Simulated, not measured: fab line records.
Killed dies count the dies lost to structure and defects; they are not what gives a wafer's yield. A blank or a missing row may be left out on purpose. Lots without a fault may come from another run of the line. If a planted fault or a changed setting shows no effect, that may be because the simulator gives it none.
Matching of chambers + flow nand_harc + NHARC_A_STAIRCASE_DEP_156 on pecvd-03: 3 sister chambers
The step deposits SiNx, target thk 50 nm. 3 wafers are shown with their chamber, then 10 later ones without.

== WAFERS PAIRED WITH THEIR CHAMBERS ==
| wafer  | chamber | heater_power_w (W) |
|--------|---------|--------------------|
| L086.2 | 0       | 669                |
| L088.3 | 2       | 558                |
| L088.5 | 1       | 632                |

== WAFERS MISSING THEIR CHAMBER ==
| wafer  | heater_power_w (W) |
|--------|--------------------|
| L088.6 | 566                |
| L091.1 | 658                |
| L091.3 | 670                |
| L091.5 | 593                |
| L092.2 | 574                |
| L092.4 | 641                |
| L092.6 | 586                |
| L096.1 | 617                |
| L096.2 | 614                |
| L096.5 | 521                |

== WHICH CHAMBER EACH WENT THROUGH ==
| wafer  | from the rows above          | in truth |
|--------|------------------------------|----------|
| L088.6 | 2                            | 2        |
| L091.1 | can't be placed: 0 or 1      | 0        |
| L091.3 | can't be placed: 0 or 1      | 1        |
| L091.5 | can't be placed: 2 or 1 or 0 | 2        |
| L092.2 | can't be placed: 2 or 1      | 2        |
| L092.4 | can't be placed: 1 or 0      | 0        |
| L092.6 | can't be placed: 2 or 1      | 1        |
| L096.1 | can't be placed: 1 or 0      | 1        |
| L096.2 | can't be placed: 1 or 0 or 2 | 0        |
| L096.5 | 2                            | 2        |
Placed correctly: 2 of 10. These rows do not allow placing 8 (true chamber among the candidates in 8). Wrongly placed: 0.
How it was worked out, from the rows above alone: a wafer's distance from a chamber is the root of the sum, over the readings, of the square of ((its reading less the chamber's mean) divided by the reading's scatter). If the next closest chamber is less than 2 further off than the closest, the wafer can't be placed; otherwise it belongs to the closest. Each chamber's mean is taken over the wafers shown for it. The scatter: with one shown wafer a chamber, the root of the mean of the squares of how far each hidden wafer lies from its nearest shown one.
